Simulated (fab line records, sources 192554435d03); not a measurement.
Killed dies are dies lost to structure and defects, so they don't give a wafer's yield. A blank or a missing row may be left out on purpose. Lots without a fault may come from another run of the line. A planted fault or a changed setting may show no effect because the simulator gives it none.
A struck lot beside a sound one | flow n5_finfet | 15 steps out of a route of 1938
Sound: wafers L157.2, L157.3, L157.5. Struck: wafers L146.2, L146.3, L146.4. The cause comes at the end.
At each step with rows: each side's tool, then ch and its chambers, then its first start. Under that, the readings that differ: sound wafers | struck wafers | difference of the means | sigmas: that difference in standard deviations of wafers without a fault.
alike: readings whose means differ by less than 2 such deviations, and words and numbers that are the same on both sides. not compared: withheld readings, readings that some wafer has no value for, bounds like >300 that may hide the same value, and numbers for which the record gives no deviation and whose values overlap.
The two part at a step that has a row with sigmas, a row that says differs or no value, or rows on one side only. Numbers that don't overlap but have no deviation are shown without sigmas and don't part them. A reading that every wafer of one side lacks parts them only if that side has two wafers or more.

N5_HKMG_FIN_CD_MEAS_12: target cd 92.8 nm.
  sound on cd_sem-02 ch 0, day 8 18:32; struck on cd_sem-03 ch 0, day 5 21:56
  alike: cd_nm
N5_HKMG_FIN_OVL_MEAS_13:
  sound on overlay-02 ch 0, day 8 18:34; struck on overlay-02 ch 0, day 5 21:58
  alike: NWFM_OVL
N5_HKMG_FIN_INSPECT_14: inspects for defects (macro).
  sound on defect_inspect-02, day 8 18:35; struck on defect_inspect-02, day 5 22:00
  alike: raw_defect_count
N5_HKMG_FIN_DESCUM_17: chemistry O2, time 7.9 s.
  sound on rie_diel-04 ch 1,2,3, day 8 18:37; struck on rie_diel-05 ch 1,2,3, day 5 22:02
  alike: bias_power_w, drypump_motor_current_A, oes_product_au, rf_vpp_V, showerhead_plenum_p_Torr, throttle_valve_pct
  not compared: rf_hours_counter_h
N5_HKMG_FIN_ETCH_31: etches SiARC in CF4, target depth 45.5 nm, time 75.8 s.
  sound on rie_diel-04 ch 1,2,3, day 8 18:39; struck on rie_diel-05 ch 1,2,3, day 5 22:04
  alike: drypump_motor_current_A, etch_rf_on_time_s, oes_product_au, rf_vpp_V, showerhead_plenum_p_Torr, throttle_valve_pct
  not compared: rf_hours_counter_h
N5_HKMG_FIN_ETCH_32: etches SOC in N2/H2, target depth 240 nm, time 300 s.
  sound on rie_diel-04 ch 1,2,3, day 8 18:43; struck on rie_diel-05 ch 1,2,3, day 5 22:07
  alike: drypump_motor_current_A, n2_flow_sccm, oes_product_au, rf_vpp_V, showerhead_plenum_p_Torr, throttle_valve_pct
  not compared: rf_hours_counter_h
then, 2 steps without rows for these wafers: N5_HKMG_FIN_STRIP_33 (strips in N2/H2); N5_HKMG_FIN_STRIP_34 (strips in CF4).
N5_HKMG_FIN_ETCH_35: etches SOC in N2/H2, target depth 215.8 nm, time 243.4 s.
  sound on rie_diel-04 ch 1,2,3, day 8 18:55; struck on rie_diel-05 ch 1,2,3, day 5 22:20
  alike: drypump_motor_current_A, n2_flow_sccm, oes_product_au, rf_vpp_V, showerhead_plenum_p_Torr, throttle_valve_pct
  not compared: rf_hours_counter_h
then, 2 steps without rows for these wafers: N5_HKMG_FIN_STRIP_92 (strips SOC in N2/H2, time 20 s); N5_HKMG_FIN_WET_ETCH_18 (etches TiN in SC1, time 55 s, target depth 5.2 nm, rinse time 30 s).
N5_HKMG_FIN_STRIP_19: strips in N2/H2, time 360 s.
  sound on plasma_asher-01 ch 0,1, day 8 19:13; struck on plasma_asher-01 ch 0,1, day 5 22:38
  alike: drypump_motor_current_A, heater_power_w, n2_flow_sccm
  not compared: rf_hours_counter_h
N5_HKMG_FIN_ALD_91: deposits TiN, target thk 1 nm, pulse time 1 s, purge time 3 s.
  sound on ald_metal-03 ch 0,1,3, day 8 19:37; struck on ald_metal-03 ch 0,1,3, day 5 23:01
  reading    | sound    | struck   | difference | sigmas
  ald_cycles | 47 47 47 | 51 51 51 | +4         |
  alike: heater_power_w, precursor_pulse_height_rel, susceptor_temp_C
then, 2 steps without rows for these wafers: N5_HKMG_FIN_COAT_85 (time 60 s, resist thk 300 nm); N5_PASSIVATION_PROBE_49.

WHERE THEY PART
Nowhere in this record.

WHY: what the simulator had put in
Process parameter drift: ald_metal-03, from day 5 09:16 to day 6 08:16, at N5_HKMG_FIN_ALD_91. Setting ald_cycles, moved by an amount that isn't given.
